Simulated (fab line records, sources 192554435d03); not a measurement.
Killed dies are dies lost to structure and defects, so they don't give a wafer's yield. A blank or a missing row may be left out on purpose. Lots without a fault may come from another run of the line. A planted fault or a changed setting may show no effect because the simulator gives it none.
fab line records | flow n5_finfet
record lots=7 wafers=39
route steps=1938 shown FIN_SAQP@120 DUMMY_GATE@237 SD_EPI_P@321 HKMG_FIN@435 GATE_CUT@466 BEOL_M4@1111
start_h: hours from the record's first day to the start of the lot's first wafer shown | wait_h: hours since the lot's step before | " the same as in the row above | L1.1+2: a row that stands for several wafers | - no value, or no start given | * or withheld: withheld | < > ~ a bound
route shown NAME@n: a module of which the file shows steps, and the number in the route of the first | usual: mean/standard deviation of fault-free wafers | same: alike in all rows | chamber/n: place in a boat | sites: the reading at each site | _std_site: their standard deviation | _edge_site: outer sites' mean less inner sites' | radius_mm: how far each site lies from the wafer's centre | mask NAME#n: copy n | behind: the tool/chamber that last shaped the wafer | hold: why the lot was held/for how many hours/how that ended | device: the transistor (n, p or np) that didn't switch | end of line: the same wafers' tests at the end of the route | a step without rows: its recipe alone | killed: dies lost to structure and defects at the first sort, not the wafer's yield | map: a wafer's dies, x killed, . not, _ none there
set.NAME: the setting as run; set.NAME@STEP: as run at that earlier step | model.NAME: the simulator's own value behind a step, which no gauge read
lots whose settings were changed on purpose; a table a step, a row a wafer
## steps
# step N5_FIN_SAQP_MANDREL_ETCH_22
# recipe target_depth_a=600 chemistry=HBr/Cl2 target=a-Si stop_on=SiNx bt_time_s=10 over_etch_frac=0.5 time_s=30 pressure_mtorr=10 icp_w=800 bias_w=75 HBr_flow_sccm=150 Cl2_flow_sccm=80 ends=end_point
# step N5_FIN_SAQP_SPACER2_ALD_28
# recipe material=SiO2 target_thk_a=81 temp_c=300 ald_precursor_family=BDEAS ald_co_reactant=O2-plasma pulse_time_s=1 purge_time_s=2 co_reactant_purge_time_s=2 pressure_torr=2
# step N5_DUMMY_GATE_ETCH_37
# recipe chemistry=N2/H2 target=SOC target_depth_a=600 overetch_a=300 temp_c=40 ion_energy_ev=200 pressure_mtorr=30 source_w=840 bias_w=150 n2_flow_sccm=200 h2_flow_sccm=200
# step N5_DUMMY_GATE_ETCH_44
# recipe chemistry=HBr/O2 over_etch_frac=0.7 target_depth_a=1275 stop_on=SiO2 ion_energy_ev=60 bias_w=20 target=poly-Si mask_material=SiO2 pressure_mtorr=20 icp_w=400 HBr_flow_sccm=120 O2_flow_sccm=10
# step N5_SD_EPI_P_EPI_21
# recipe material=SiGe:B dopant=B temp_c=550 pressure_torr=20 ambient=H2 time_s=355
# step N5_HKMG_FIN_ETCH_32
# recipe chemistry=N2/H2 target=SOC target_depth_a=2400 temp_c=40 time_s=300 ion_energy_ev=200 mask_material=SiARC pressure_mtorr=30 source_w=840 bias_w=150 n2_flow_sccm=200 h2_flow_sccm=200
# step N5_GATE_CUT_ETCH_56
# recipe chemistry=Cl2/Ar target=TiN target_depth_a=216 pressure_mtorr=10 icp_w=600 bias_w=60 Cl2_flow_sccm=40 Ar_flow_sccm=60
# step N5_GATE_CUT_CUT_ETCH_53
# recipe chemistry=SF6/Cl2 target=W mask_material=SiO2 target_depth_a=792 pressure_mtorr=8 icp_w=900 bias_w=80 SF6_flow_sccm=40 Cl2_flow_sccm=60 ends=cleared
# step N5_BEOL_M4_RC_MEAS_101
# usual IOFF_N=0.155/0.026 IOFF_N_85C=3.0/0.43 IOFF_N_LIN=0.072/0.0099 IOFF_P_85C=3.5/0.45 RS_SD_P=65.7/1
# columns lot.wafer tool chamber start_h wait_h set.icp_w@FIN_SAQP_MANDREL_ETCH_22 set.target_thk_a@FIN_SAQP_SPACER2_ALD_28 set.source_w@DUMMY_GATE_ETCH_37 set.target_depth_a@DUMMY_GATE_ETCH_44 set.temp_c@SD_EPI_P_EPI_21 set.bias_w@HKMG_FIN_ETCH_32 set.Cl2_flow_sccm@GATE_CUT_ETCH_56 set.icp_w@GATE_CUT_CUT_ETCH_53 IOFF_N[nA/um] IOFF_N_85C[nA/um] IOFF_N_LIN[nA/um] IOFF_P_85C[nA/um] RS_SD_P[ohm/sq]
L075.1 prober-01 0 185.28 0.0 800 81 840 1275 550 150 40 1033 0.208 4.0 0.092 4.2 66.0
L075.2 " 0 " " 800 81 990.8 1275 550 130.2 40 900 0.156 3.1 0.071 3.3 65.8
L075.3 " 0 " " 800 84.65 990.8 1275 550 150 35.7 1033 0.283 5.1 0.117 5.3 66.6
L075.4 " 0 " " 800 84.65 840 1195 550 150 40 900 0.228 4.3 0.102 4.8 66.0
L075.5 " 0 " " 800 81 840 1195 550 130.2 35.7 900 0.207 3.9 0.090 4.2 65.8
L075.6 " 0 " " 800 84.65 990.8 1195 550 130.2 35.7 1033 0.272 4.9 0.111 5.2 66.3
L079.1 prober-01 0 198.41 0.0 800 81 840 1275 552.8 133.8 37.21 900 0.124 2.5 0.060 3.0 62.3
L079.2 " 0 " " 800 81 840 1275 550 150 40 900 0.187 3.5 0.076 3.5 66.6
L079.3 " 0 " " 800 77.24 840 1275 550 133.8 37.21 900 0.072 1.6 0.038 2.1 67.0
L079.4 " 0 " " 800 81 840 1275 550 133.8 40 900 0.152 3.0 0.070 3.2 67.1
L079.5 " 0 " " 800 77.24 840 1275 552.8 150 40 900 0.117 2.4 0.057 3.0 61.4
L079.6 " 0 " " 800 77.24 840 1275 552.8 150 37.21 900 0.116 2.4 0.053 2.8 60.8
L078.1 prober-02 0 198.90 0.0 675.1 89.63 840 1275 546.6 150 43.07 900 0.315 5.4 0.136 5.0 72.0
L078.2 " 0 " " 675.1 89.63 840 1338 546.6 168.8 43.07 900 0.355 6.0 0.151 5.7 71.7
L078.3 " 0 " " 800 81 840 1275 550 150 40 900 0.149 2.9 0.073 3.4 65.9
L078.4 " 0 " " 800 81 840 1338 546.6 168.8 40 900 0.181 3.5 0.084 3.3 72.0
L078.5 " 0 " " 675.1 81 840 1338 550 150 43.07 900 0.140 2.8 0.069 3.2 66.2
L078.6 " 0 " " 800 89.63 840 1275 550 168.8 40 900 0.378 6.4 0.158 6.0 65.9
L086.2 prober-01 0 253.04 0.2 800 81 840 1275 550 150 40 900 0.141 2.8 0.069 3.5 65.2
L086.4 " 0 " " 800 81 840 1275 550 150 40 900 0.155 3.0 0.075 3.5 64.7
L086.5 " 0 " " 800 81 840 1275 550 150 40 900 0.201 3.8 0.094 4.4 64.2
L089.1 prober-02 0 260.39 0.0 950.6 81 792.2 1407 550 150 40 992.3 0.157 3.0 0.068 3.6 66.1
L089.2 " 0 " " 950.6 81 840 1275 551.8 165.4 40 900 0.149 2.9 0.069 3.7 63.8
L089.3 " 0 " " 800 81 840 1407 550 165.4 40 992.3 0.163 3.1 0.075 3.8 66.8
L089.4 " 0 " " 800 81 792.2 1275 550 150 40 900 0.157 3.0 0.072 3.8 66.2
L089.5 " 0 " " 800 81 840 1275 551.8 150 40 992.3 0.173 3.3 0.076 4.1 63.8
L089.6 " 0 " " 950.6 81 792.2 1407 551.8 165.4 40 900 0.147 2.9 0.068 3.7 64.0
L095.1 prober-02 0 311.93 0.0 898 81 840 1275 550 150 40 1037 0.193 3.7 0.087 4.3 65.5
L095.2 " 0 " " 800 81 840 1275 548.7 121.9 40 900 0.093 2.0 0.049 2.5 68.0
L095.3 " 0 " " 800 84.1 929.1 1275 548.7 121.9 43.58 900 0.227 4.2 0.100 4.5 68.3
L095.4 " 0 " " 898 84.1 840 1275 548.7 150 43.58 1037 0.213 4.0 0.093 4.0 66.9
L095.5 " 0 " " 898 84.1 929.1 1275 550 121.9 40 1037 0.202 3.9 0.092 4.2 65.0
L095.6 " 0 " " 800 81 929.1 1275 550 150 43.58 900 0.216 4.1 0.093 4.4 66.5
L097.1 prober-02 0 320.07 0.0 800 81 840 1275 550 150 35.59 900 0.173 3.3 0.076 3.8 65.6
L097.2 " 0 " " 914.8 81 973.3 1275 550 150 40 900 0.209 3.9 0.090 4.2 67.0
L097.3 " 0 " " 800 76.67 840 1275 548.1 150 35.59 955.5 0.108 2.2 0.052 2.8 68.7
L097.4 " 0 " " 914.8 81 840 1134 548.1 150 40 955.5 0.173 3.3 0.076 3.7 67.8
L097.5 " 0 " " 800 76.67 973.3 1134 550 150 40 955.5 0.122 2.4 0.057 2.9 67.0
L097.6 " 0 " " 914.8 76.67 973.3 1134 548.1 150 35.59 900 0.161 3.1 0.070 3.6 69.0
## key
split step=N5_FIN_SAQP_MANDREL_ETCH_22 setting=icp_w stated_as=800
response none clear
split step=N5_FIN_SAQP_SPACER2_ALD_28 setting=target_thk_a stated_as=81
response step=N5_BEOL_M4_RC_MEAS_101 reading=IOFF_N_LIN slope=+0.00572 per=1% together_with=all explained=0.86
response step=N5_BEOL_M4_RC_MEAS_101 reading=IOFF_N slope=+0.0151 per=1% together_with=all explained=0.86
response step=N5_BEOL_M4_RC_MEAS_101 reading=IOFF_N_85C slope=+0.234 per=1% together_with=all explained=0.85
response step=N5_BEOL_M4_RC_MEAS_101 reading=IOFF_P_85C slope=+0.197 per=1% together_with=all explained=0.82
split step=N5_DUMMY_GATE_ETCH_37 setting=source_w stated_as=840
response none clear
split step=N5_DUMMY_GATE_ETCH_44 setting=target_depth_a stated_as=1275
response none clear
split step=N5_SD_EPI_P_EPI_21 setting=temp_c stated_as=550
response step=N5_BEOL_M4_RC_MEAS_101 reading=RS_SD_P slope=-9.17 per=1% together_with=all explained=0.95
split step=N5_HKMG_FIN_ETCH_32 setting=bias_w stated_as=150
response none clear
split step=N5_GATE_CUT_ETCH_56 setting=Cl2_flow_sccm stated_as=40
response none clear
split step=N5_GATE_CUT_CUT_ETCH_53 setting=icp_w stated_as=900
response none clear
